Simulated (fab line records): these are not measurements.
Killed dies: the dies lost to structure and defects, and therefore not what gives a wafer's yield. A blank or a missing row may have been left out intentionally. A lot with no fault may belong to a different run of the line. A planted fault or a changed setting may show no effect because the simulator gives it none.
3 desks looking at one fault / flow n5 finfet / every desk sees just its own numbers, and what lay behind them comes last

## TOOL OWNER'S DESK, rie diel-05
The tool's own readings at N5_BEOL_M0_SAQP_CUT_ETCH_46 (etches SOC in N2/H2, target depth 135 nm, overetch 27 nm, time 202.5 s): means of the sampled wafers that have a number, for each lot that ran on this tool. The brackets show how far a lot's mean lies from the usual mean; more than 4 standard deviations puts the lot out of limits, marked OUT.
Columns: A = drypump motor current A at N5_BEOL_M0_SAQP_CUT_ETCH_46, usual 5.7 A; B = rf vpp V at N5_BEOL_M0_SAQP_CUT_ETCH_46, usual 523.7 V; C = showerhead plenum p Torr at N5_BEOL_M0_SAQP_CUT_ETCH_46, usual 2.54 Torr; D = throttle valve pct at N5_BEOL_M0_SAQP_CUT_ETCH_46, usual 17.70 %
lot=L868; first seen here=day 7 07:11; A=5.9; B=522.9; C=2.55; D=17.87
lot=L871; first seen here=day 8 01:11; A=5.5; B=525.6; C=2.57; D=17.69
lot=L875; first seen here=day 9 07:39; A=5.8; B=524.1; C=2.53; D=17.90
This desk's finding: nothing out of limits on any of the 3 lots.

## THE DEFECT DESK
Inspection counts along the route, by lot: the mean over sampled wafers that carry a number. The brackets show how far a lot's mean lies from the usual mean; more than 4 standard deviations puts the lot out of limits, marked OUT.
Columns: A = raw defect count at N5_BEOL_M0_SAQP_INSPECT_42, usual 278
lot=L865; first seen here=day 6 07:58; A=315
lot=L868; first seen here=day 7 07:05; A=279
lot=L871; first seen here=day 8 01:05; A=326
lot=L873; first seen here=day 8 11:03; A=219
lot=L875; first seen here=day 9 07:32; A=262
lot=L880; first seen here=day 10 03:19; A=254
This desk's finding: nothing out of limits on any of the 6 lots.

## AT THE METROLOGY DESK
Means of the sampled wafers that have a number, per lot and without regard to the tool the lot ran on: this is what the gauges read. The brackets show how far a lot's mean lies from the usual mean; more than 4 standard deviations puts the lot out of limits, marked OUT. Only the readings that lie furthest out on some lot appear, 7 of the 12 it has.
Columns: A = cd nm at N5_BEOL_M0_SAQP_CD_MEAS_40, usual 29.99 nm; B = M0_CUT1_OVL at N5_BEOL_M0_SAQP_OVL_MEAS_41, usual -0.1 nm; C = IOFF_N at N5_BEOL_M4_RC_MEAS_101, usual 0.17 nA/um; D = ION_N at N5_BEOL_M4_RC_MEAS_101, usual 673 uA/um; E = ION_P at N5_BEOL_M4_RC_MEAS_101, usual 462 uA/um; F = SS_P at N5_BEOL_M4_RC_MEAS_101, usual 73.4 mV/dec; G = VT_P at N5_BEOL_M4_RC_MEAS_101, usual -250 mV
lot=L865; first seen here=day 6 07:52; A=29.95; B=0.2; C=0.17; D=675; E=468; F=73.3; G=-247
lot=L868; first seen here=day 7 06:59; A=30.14; B=-0.3; C=0.16; D=667; E=456; F=73.2; G=-251
lot=L871; first seen here=day 8 00:59; A=29.97; B=-0.3; C=0.15; D=672; E=474; F=72.3; G=-242
lot=L873; first seen here=day 8 10:58; A=29.60; B=-1.2; C=0.17; D=690; E=469; F=74.1; G=-251
lot=L875; first seen here=day 9 07:26; A=29.96; B=-0.2; C=0.12; D=656; E=456; F=73.5; G=-252
lot=L880; first seen here=day 10 03:13; A=29.83; B=0.6; C=0.17; D=677; E=463; F=72.7; G=-249
This desk's finding: nothing out of limits on any of the 6 lots.

## PUT TOGETHER
Nothing out of limits was seen by the tool owner's desk.
No out-of-limits result turned up at the defect desk.
At the metrology desk, nothing out of limits was observed.

## WHAT THE SIMULATOR PUT IN
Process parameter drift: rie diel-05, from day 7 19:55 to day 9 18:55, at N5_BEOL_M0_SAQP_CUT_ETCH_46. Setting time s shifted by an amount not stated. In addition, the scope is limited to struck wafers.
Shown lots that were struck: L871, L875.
